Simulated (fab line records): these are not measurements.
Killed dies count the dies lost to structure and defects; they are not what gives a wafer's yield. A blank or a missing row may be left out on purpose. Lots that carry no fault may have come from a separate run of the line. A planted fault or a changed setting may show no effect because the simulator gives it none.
Which of the tools did it? | flow n5 finfet | 24 lots, 72 wafers sampled, at 6 steps of a route of 1938

== WHAT THE GAUGES SHOWED, per wafer ==
N5_BEOL_M10_OCD_MEAS_38. Usual: trench depth nm reads 148.2 nm (standard deviation 2.2).
lot  | measured     | on     | trench depth nm (nm) | flag
L074 | day 11 05:54 | ocd-01 | 146.7 151.0 151.7    |
L079 | day 11 11:17 | ocd-02 | 150.6 145.1 146.3    |
L077 | day 11 15:18 | ocd-02 | 148.6 147.5 147.4    |
L076 | day 11 15:45 | ocd-02 | 145.8 149.7 149.5    |
L075 | day 11 18:31 | ocd-02 | 147.6 149.0 147.8    |
L078 | day 12 03:52 | ocd-02 | 148.4 148.3 147.4    |
L080 | day 12 14:11 | ocd-02 | 149.4 150.6 148.4    |
L081 | day 12 18:08 | ocd-01 | 148.6 149.2 143.5    |
L082 | day 13 14:37 | ocd-01 | 146.3 146.6 143.6    |
L085 | day 13 19:22 | ocd-02 | 144.7 146.0 148.4    |
L084 | day 15 04:23 | ocd-01 | 147.7 144.2 147.3    |
L086 | day 15 07:32 | ocd-01 | 143.2 149.3 149.4    |
L089 | day 15 14:17 | ocd-02 | 148.3 149.0 149.5    |
L083 | day 15 17:48 | ocd-02 | 148.8 147.6 147.7    |
L088 | day 15 20:41 | ocd-02 | 149.1 144.3 149.2    |
L087 | day 16 01:16 | ocd-01 | 151.4 148.6 151.1    |
L090 | day 16 05:41 | ocd-02 | 149.1 151.1 146.6    |
L093 | day 17 00:07 | ocd-01 | 143.8 147.1 152.3    |
L092 | day 17 02:16 | ocd-02 | 146.0 147.3 148.1    |
L091 | day 17 06:18 | ocd-02 | 148.5 145.7 146.5    |
L094 | day 17 08:08 | ocd-02 | 147.9 147.2 147.4    |
L097 | day 17 17:50 | ocd-01 | 147.0 147.6 147.2    |
L095 | day 17 18:18 | ocd-02 | 148.9 149.0 150.5    |
L096 | day 18 10:14 | ocd-01 | 150.0 148.9 149.1    |

N5_BEOL_M11_THK_MEAS_53: measures by xrf. Usual: for M11_THK the level is 137.9 nm and the standard deviation is 2.
lot  | measured     | on            | M11_THK (nm)      | flag
L074 | day 11 17:23 | film metro-02 | 137.7 139.3 137.0 |
L079 | day 11 22:22 | film metro-01 | 139.0 135.6 138.0 |
L077 | day 11 23:59 | film metro-02 | 137.1 137.6 138.1 |
L076 | day 12 00:12 | film metro-02 | 135.8 135.7 134.4 |
L075 | day 12 06:36 | film metro-02 | 137.4 139.0 140.3 |
L078 | day 12 15:27 | film metro-02 | 136.7 135.8 135.9 |
L080 | day 13 00:08 | film metro-01 | 139.6 136.6 139.7 |
L081 | day 13 04:12 | film metro-01 | 140.7 138.9 139.5 |
L082 | day 14 04:49 | film metro-02 | 137.0 136.8 135.6 |
L085 | day 14 06:03 | film metro-01 | 135.8 136.9 134.9 |
L084 | day 15 15:09 | film metro-01 | 144.2 140.8 142.6 |
L086 | day 15 16:07 | film metro-01 | 139.0 142.9 136.7 |
L089 | day 15 22:33 | film metro-02 | 139.8 140.6 139.5 |
L083 | day 16 03:55 | film metro-02 | 137.1 137.7 137.5 |
L088 | day 16 08:43 | film metro-01 | 138.4 138.0 136.9 |
L087 | day 16 10:55 | film metro-02 | 140.4 136.4 140.8 |
L090 | day 16 15:40 | film metro-01 | 137.9 141.4 132.4 |
L093 | day 17 10:59 | film metro-02 | 135.9 137.8 135.9 |
L092 | day 17 13:49 | film metro-01 | 140.0 135.6 137.8 |
L091 | day 17 20:55 | film metro-01 | 139.1 141.1 139.7 |
L094 | day 17 20:28 | film metro-02 | 138.2 139.8 138.2 |
L097 | day 18 05:13 | film metro-02 | 138.2 137.2 140.6 |
L095 | day 18 06:32 | film metro-02 | 137.1 136.8 135.3 |
L096 | day 18 22:11 | film metro-02 | 139.8 138.5 139.1 |

== TOOL THAT RAN EACH LOT (tool first, then ch and the chambers of the sampled wafers, then the start) ==
lot  | N5_BEOL_M10_CURE_72           | N5_BEOL_M11_STRIP_36               | N5_BEOL_M11_STRIP_77                          | N5_BEOL_M11_ALD_74
L074 | uv cure-01 ch 0, day 11 06:05 | rie diel-02 ch 2,3, day 11 15:04   | rie diel-02 ch 2,3, day 11 15:56 or earlier   | ald metal-04 ch 1,2, day 11 15:56
L079 | uv cure-03 ch 0, day 11 11:29 | rie diel-02 ch 0,2, day 11 19:28   | rie diel-02 ch 0,2, day 11 20:51 or earlier   | ald metal-03 ch 0,1, day 11 20:51
L077 | uv cure-03 ch 0, day 11 15:32 | rie diel-02 ch 0,1,3, day 11 21:37 | rie diel-02 ch 0,1,3, day 11 22:34 or earlier | ald metal-04 ch 2,3, day 11 22:34
L076 | uv cure-01 ch 2, day 11 16:16 | rie diel-06 ch 0,1,3, day 11 21:46 | rie diel-06 ch 0,1,3, day 11 22:40 or earlier | ald metal-01 ch 0,2, day 11 22:40
L075 | uv cure-03 ch 1, day 11 18:46 | rie diel-03 ch 0,3, day 12 04:00   | rie diel-03 ch 0,3, day 12 04:52 or earlier   | ald metal-04 ch 0,3, day 12 04:52
L078 | uv cure-02 ch 1, day 12 04:03 | rie diel-02 ch 0,2,3, day 12 11:31 | rie diel-02 ch 0,2,3, day 12 12:34 or earlier | ald metal-01 ch 0,1,2, day 12 12:34
L080 | uv cure-02 ch 2, day 12 14:23 | rie diel-02 ch 0,2,3, day 12 20:59 | rie diel-02 ch 0,2,3, day 12 22:27 or earlier | ald metal-04 ch 0,2, day 12 22:27
L081 | uv cure-02 ch 0, day 12 18:23 | rie diel-03 ch 0,2,3, day 13 01:20 | rie diel-03 ch 0,2,3, day 13 02:21 or earlier | ald metal-03 ch 2,3, day 13 02:21
L082 | uv cure-01 ch 2, day 13 14:51 | rie diel-02 ch 0,2,3, day 14 00:34 | rie diel-02 ch 0,2,3, day 14 01:36 or earlier | ald metal-04 ch 0,2, day 14 01:36
L085 | uv cure-01 ch 2, day 13 19:37 | rie diel-03 ch 0,2,3, day 14 03:56 | rie diel-03 ch 0,2,3, day 14 04:46 or earlier | ald metal-04 ch 0,1,2, day 14 04:46
L084 | uv cure-01 ch 2, day 15 04:41 | rie diel-03 ch 1,2, day 15 11:01   | rie diel-03 ch 1,2, day 15 12:22 or earlier   | ald metal-04 ch 0,1, day 15 12:22
L086 | uv cure-02 ch 0, day 15 07:47 | rie diel-03 ch 0,1,2, day 15 13:56 | rie diel-03 ch 0,1,2, day 15 14:49 or earlier | ald metal-04 ch 0,2,3, day 15 14:49
L089 | uv cure-03 ch 1, day 15 14:42 | rie diel-03 ch 1,2, day 15 20:16   | rie diel-03 ch 1,2, day 15 21:08 or earlier   | ald metal-01 ch 0,2,3, day 15 21:08
L083 | uv cure-03 ch 0, day 15 18:05 | rie diel-02 ch 1,2, day 16 01:03   | rie diel-02 ch 1,2, day 16 02:06 or earlier   | ald metal-01 ch 2,3, day 16 02:06
L088 | uv cure-01 ch 1, day 15 21:02 | rie diel-02 ch 1,2,3, day 16 05:28 | rie diel-02 ch 1,2,3, day 16 06:37 or earlier | ald metal-03 ch 1,2, day 16 06:37
L087 | uv cure-01 ch 0, day 16 01:28 | rie diel-03 ch 1,2,3, day 16 07:53 | rie diel-03 ch 1,2,3, day 16 09:31 or earlier | ald metal-04 ch 0,1,2, day 16 09:31
L090 | uv cure-01 ch 1, day 16 05:56 | rie diel-03 ch 0,1,2, day 16 12:35 | rie diel-03 ch 0,1,2, day 16 14:05 or earlier | ald metal-01 ch 1,2, day 16 14:05
L093 | uv cure-02 ch 0, day 17 00:27 | rie diel-02 ch 2,3, day 17 07:55   | rie diel-02 ch 2,3, day 17 09:18 or earlier   | ald metal-04 ch 1,2,3, day 17 09:18
L092 | uv cure-02 ch 1, day 17 02:29 | rie diel-03 ch 0,2,3, day 17 11:00 | rie diel-03 ch 0,2,3, day 17 12:32 or earlier | ald metal-01 ch 1,3, day 17 12:32
L091 | uv cure-03 ch 0, day 17 06:30 | rie diel-06 ch 0,1,2, day 17 17:38 | rie diel-06 ch 0,1,2, day 17 19:02 or earlier | ald metal-04 ch 0,3, day 17 19:02
L094 | uv cure-02 ch 0, day 17 08:19 | rie diel-06 ch 0,1,2, day 17 18:05 | rie diel-06 ch 0,1,2, day 17 19:06 or earlier | ald metal-01 ch 0,2,3, day 17 19:06
L097 | uv cure-02 ch 1, day 17 18:01 | rie diel-06 ch 0,1,2, day 18 00:49 | rie diel-06 ch 0,1,2, day 18 02:09 or earlier | ald metal-01 ch 1,2,3, day 18 02:09
L095 | uv cure-02 ch 1, day 17 18:39 | rie diel-02 ch 1,2, day 18 04:02   | rie diel-02 ch 1,2, day 18 04:59 or earlier   | ald metal-03 ch 1,2, day 18 04:59
L096 | uv cure-03 ch 0, day 18 10:48 | rie diel-02 ch 0,2, day 18 19:02   | rie diel-02 ch 0,2, day 18 20:41 or earlier   | ald metal-04 ch 1,3, day 18 20:41
- N5_BEOL_M10_CURE_72: cures SiCOH lowk, time 120 s.
- N5_BEOL_M11_STRIP_36: strips in N2/H2.
- N5_BEOL_M11_STRIP_77: strips in N2/H2, time 10 s.
- N5_BEOL_M11_ALD_74: deposits TaN, target thk 2 nm, pulse time 2 s, purge time 3 s.

== WHAT THE TOOLS THEMSELVES READ (means of the sampled wafers that have a number; where no wafer has one, the mark that the record gives instead) ==
N5_BEOL_M10_CURE_72. Usual: lamp power pct 52.31 %, standard deviation 0.056; wafer_temp_C_max 371.6, standard deviation 0.6.
lot  | tool       | lamp power pct (%) | wafer_temp_C_max | flag
L074 | uv cure-01 | 52.28              | 371.8            |
L079 | uv cure-03 | 52.29              | 371.1            |
L077 | uv cure-03 | 52.34              | 371.4            |
L076 | uv cure-01 | 52.28              | 371.8            |
L075 | uv cure-03 | 52.27              | 371.0            |
L078 | uv cure-02 | 52.22              | 372.2            |
L080 | uv cure-02 | 52.29              | 372.0            |
L081 | uv cure-02 | 52.30              | 371.0            |
L082 | uv cure-01 | 52.27              | 371.5            |
L085 | uv cure-01 | 52.33              | 371.1            |
L084 | uv cure-01 | 52.36              | 371.2            |
L086 | uv cure-02 | 52.30              | 371.5            |
L089 | uv cure-03 | 52.35              | 371.4            |
L083 | uv cure-03 | 52.35              | 371.5            |
L088 | uv cure-01 | 52.31              | 371.4            |
L087 | uv cure-01 | 52.30              | 372.1            |
L090 | uv cure-01 | 52.33              | 371.6            |
L093 | uv cure-02 | 52.31              | 371.5            |
L092 | uv cure-02 | 52.31              | 372.2            |
L091 | uv cure-03 | 52.26              | 371.3            |
L094 | uv cure-02 | 52.32              | 371.5            |
L097 | uv cure-02 | 52.33              | 373.1            |
L095 | uv cure-02 | 52.38              | 372.4            |
L096 | uv cure-03 | 52.31              | 371.2            |

N5_BEOL_M11_STRIP_36. Usual: drypump motor current A 5.7 A, standard deviation 0.47; h2 flow sccm 200.1 sccm, standard deviation 0.65; oes product au 0.81 a.u., standard deviation 0.083; rf vpp V 59.3 V, standard deviation 1.7; showerhead plenum p Torr 2.55 Torr, standard deviation 0.097; throttle valve pct 23.60 %, standard deviation 0.19.
lot  | tool        | drypump motor current A (A) | h2 flow sccm (sccm) | oes product au (a.u.) | rf vpp V (V) | showerhead plenum p Torr (Torr) | throttle valve pct (%) | flag
L074 | rie diel-02 | 5.9                         | 199.5               | 0.76                  | 58.6         | 2.51                            | 23.83                  |
L079 | rie diel-02 | 5.8                         | 200.5               | 0.82                  | 58.5         | 2.52                            | 23.51                  |
L077 | rie diel-02 | 5.9                         | 200.3               | 0.83                  | 57.3         | 2.50                            | 23.69                  |
L076 | rie diel-06 | 5.4                         | 200.2               | 0.75                  | 59.2         | 2.54                            | 23.81                  |
L075 | rie diel-03 | 5.2                         | 200.2               | 0.84                  | 58.6         | 2.62                            | 23.40                  |
L078 | rie diel-02 | 5.8                         | 199.6               | 0.78                  | 60.2         | 2.51                            | 23.64                  |
L080 | rie diel-02 | 5.8                         | 199.9               | 0.78                  | 58.0         | 2.51                            | 23.65                  |
L081 | rie diel-03 | 5.2                         | 200.5               | 0.86                  | 59.3         | 2.62                            | 23.47                  |
L082 | rie diel-02 | 5.8                         | 199.2               | 0.77                  | 60.0         | 2.51                            | 23.70                  |
L085 | rie diel-03 | 5.2                         | 200.6               | 0.85                  | 59.8         | 2.62                            | 23.47                  |
L084 | rie diel-03 | 5.8                         | 199.8               | 0.93                  | 59.4         | 2.63                            | 23.67                  |
L086 | rie diel-03 | 5.4                         | 200.9               | 0.88                  | 59.6         | 2.58                            | 23.56                  |
L089 | rie diel-03 | 5.5                         | 201.0               | 0.92                  | 59.3         | 2.66                            | 23.65                  |
L083 | rie diel-02 | 6.2                         | 199.7               | 0.79                  | 60.1         | 2.58                            | 23.64                  |
L088 | rie diel-02 | 6.0                         | 199.9               | 0.75                  | 59.8         | 2.54                            | 23.73                  |
L087 | rie diel-03 | 5.6                         | 200.8               | 0.89                  | 61.2         | 2.66                            | 23.63                  |
L090 | rie diel-03 | 5.4                         | 200.0               | 0.87                  | 61.3         | 2.58                            | 23.56                  |
L093 | rie diel-02 | 5.9                         | 200.6               | 0.70                  | 59.3         | 2.55                            | 23.72                  |
L092 | rie diel-03 | 5.2                         | 200.1               | 0.82                  | 60.0         | 2.61                            | 23.50                  |
L091 | rie diel-06 | 5.7                         | 199.5               | 0.84                  | 59.5         | 2.49                            | 23.54                  |
L094 | rie diel-06 | 5.8                         | 199.8               | 0.85                  | 59.5         | 2.49                            | 23.54                  |
L097 | rie diel-06 | 5.8                         | 200.4               | 0.84                  | 58.1         | 2.49                            | 23.54                  |
L095 | rie diel-02 | 6.3                         | 200.1               | 0.79                  | 60.2         | 2.57                            | 23.65                  |
L096 | rie diel-02 | 5.8                         | 199.9               | 0.77                  | 59.7         | 2.50                            | 23.58                  |

N5_BEOL_M11_STRIP_77. Usual: drypump motor current A 5.7 A, standard deviation 0.47; h2 flow sccm 200.0 sccm, standard deviation 0.67; oes product au 0.81 a.u., standard deviation 0.084; rf vpp V 59.3 V, standard deviation 0.86; showerhead plenum p Torr 2.55 Torr, standard deviation 0.097; throttle valve pct 23.60 %, standard deviation 0.19.
lot  | tool        | drypump motor current A (A) | h2 flow sccm (sccm) | oes product au (a.u.) | rf vpp V (V) | showerhead plenum p Torr (Torr) | throttle valve pct (%) | flag
L074 | rie diel-02 | 5.9                         | 200.0               | 0.75                  | 58.3         | 2.51                            | 23.81                  |
L079 | rie diel-02 | 5.7                         | 200.2               | 0.82                  | 59.4         | 2.52                            | 23.51                  |
L077 | rie diel-02 | 5.9                         | 200.0               | 0.84                  | 59.3         | 2.50                            | 23.68                  |
L076 | rie diel-06 | 5.4                         | 199.9               | 0.76                  | 59.4         | 2.54                            | 23.80                  |
L075 | rie diel-03 | 5.3                         | 199.7               | 0.84                  | 59.3         | 2.62                            | 23.41                  |
L078 | rie diel-02 | 5.8                         | 199.9               | 0.78                  | 58.7         | 2.51                            | 23.67                  |
L080 | rie diel-02 | 5.8                         | 200.0               | 0.77                  | 59.2         | 2.51                            | 23.68                  |
L081 | rie diel-03 | 5.2                         | 199.3               | 0.86                  | 60.5         | 2.62                            | 23.47                  |
L082 | rie diel-02 | 5.8                         | 200.5               | 0.77                  | 58.6         | 2.51                            | 23.68                  |
L085 | rie diel-03 | 5.2                         | 200.5               | 0.84                  | 59.4         | 2.62                            | 23.48                  |
L084 | rie diel-03 | 5.7                         | 199.7               | 0.95                  | 59.6         | 2.63                            | 23.68                  |
L086 | rie diel-03 | 5.4                         | 200.5               | 0.87                  | 59.8         | 2.58                            | 23.55                  |
L089 | rie diel-03 | 5.6                         | 200.6               | 0.91                  | 58.8         | 2.66                            | 23.66                  |
L083 | rie diel-02 | 6.2                         | 200.1               | 0.80                  | 59.2         | 2.58                            | 23.64                  |
L088 | rie diel-02 | 6.0                         | 199.8               | 0.75                  | 58.8         | 2.54                            | 23.74                  |
L087 | rie diel-03 | 5.6                         | 199.7               | 0.89                  | 59.8         | 2.66                            | 23.59                  |
L090 | rie diel-03 | 5.4                         | 200.1               | 0.87                  | 60.2         | 2.58                            | 23.56                  |
L093 | rie diel-02 | 6.0                         | 200.8               | 0.71                  | 58.9         | 2.55                            | 23.73                  |
L092 | rie diel-03 | 5.2                         | 199.7               | 0.83                  | 59.9         | 2.61                            | 23.49                  |
L091 | rie diel-06 | 5.8                         | 199.6               | 0.85                  | 58.3         | 2.49                            | 23.54                  |
L094 | rie diel-06 | 5.8                         | 199.9               | 0.85                  | 59.2         | 2.49                            | 23.55                  |
L097 | rie diel-06 | 5.7                         | 200.1               | 0.84                  | 59.4         | 2.49                            | 23.54                  |
L095 | rie diel-02 | 6.2                         | 199.0               | 0.77                  | 58.7         | 2.57                            | 23.67                  |
L096 | rie diel-02 | 5.7                         | 200.2               | 0.77                  | 60.1         | 2.50                            | 23.57                  |

N5_BEOL_M11_ALD_74. Usual: heater power w 407 W, standard deviation 56; precursor vessel temp c 75.00 C, standard deviation 0.13; susceptor temp C 274.97 C, standard deviation 0.2.
lot  | tool         | heater power w (W) | precursor vessel temp c (C) | susceptor temp C (C) | flag
L074 | ald metal-04 | 477                | 75.05                       | 275.00               |
L079 | ald metal-03 | 398                | 74.98                       | 275.13               |
L077 | ald metal-04 | 383                | 75.07                       | 274.96               |
L076 | ald metal-01 | 460                | 75.02                       | 274.88               |
L075 | ald metal-04 | 365                | 74.93                       | 274.84               |
L078 | ald metal-01 | 423                | 75.08                       | 275.07               |
L080 | ald metal-04 | 388                | 74.94                       | 274.70               |
L081 | ald metal-03 | 380                | 75.03                       | 275.11               |
L082 | ald metal-04 | 370                | 75.04                       | 274.97               |
L085 | ald metal-04 | 415                | 74.99                       | 275.07               |
L084 | ald metal-04 | 398                | 74.97                       | 274.89               |
L086 | ald metal-04 | 375                | 75.11                       | 275.08               |
L089 | ald metal-01 | 446                | 74.89                       | 274.81               |
L083 | ald metal-01 | 427                | 74.99                       | 275.21               |
L088 | ald metal-03 | 396                | 74.95                       | 275.11               |
L087 | ald metal-04 | 423                | 74.95                       | 274.96               |
L090 | ald metal-01 | 366                | 74.86                       | 275.11               |
L093 | ald metal-04 | 431                | 74.95                       | 274.92               |
L092 | ald metal-01 | 396                | 74.97                       | 274.86               |
L091 | ald metal-04 | 368                | 75.09                       | 274.86               |
L094 | ald metal-01 | 444                | 75.10                       | 275.04               |
L097 | ald metal-01 | 399                | 75.05                       | 275.01               |
L095 | ald metal-03 | 368                | 75.05                       | 274.97               |
L096 | ald metal-04 | 429                | 74.90                       | 274.87               |

== THE ANSWER, worked out from the rows above alone ==
Rule: a lot is off if the mean of its wafers that have a number lies more than 3 standard deviations from the usual mean. A lot without any number at a reading at which 4 lots or more have one is off too. Where the step has rows for the other lots, those lots are counted as sound. Order of review: gauges by route order, followed by the tools' own readings, for which a lot's mean as printed above is used. The first step at which some lot is off is used, and at that step the reading that is off furthest; a lot without a number counts as furthest.
Nothing can be told from this: no lot is off at any reading shown.

== WHAT THE SIMULATOR PUT IN ==
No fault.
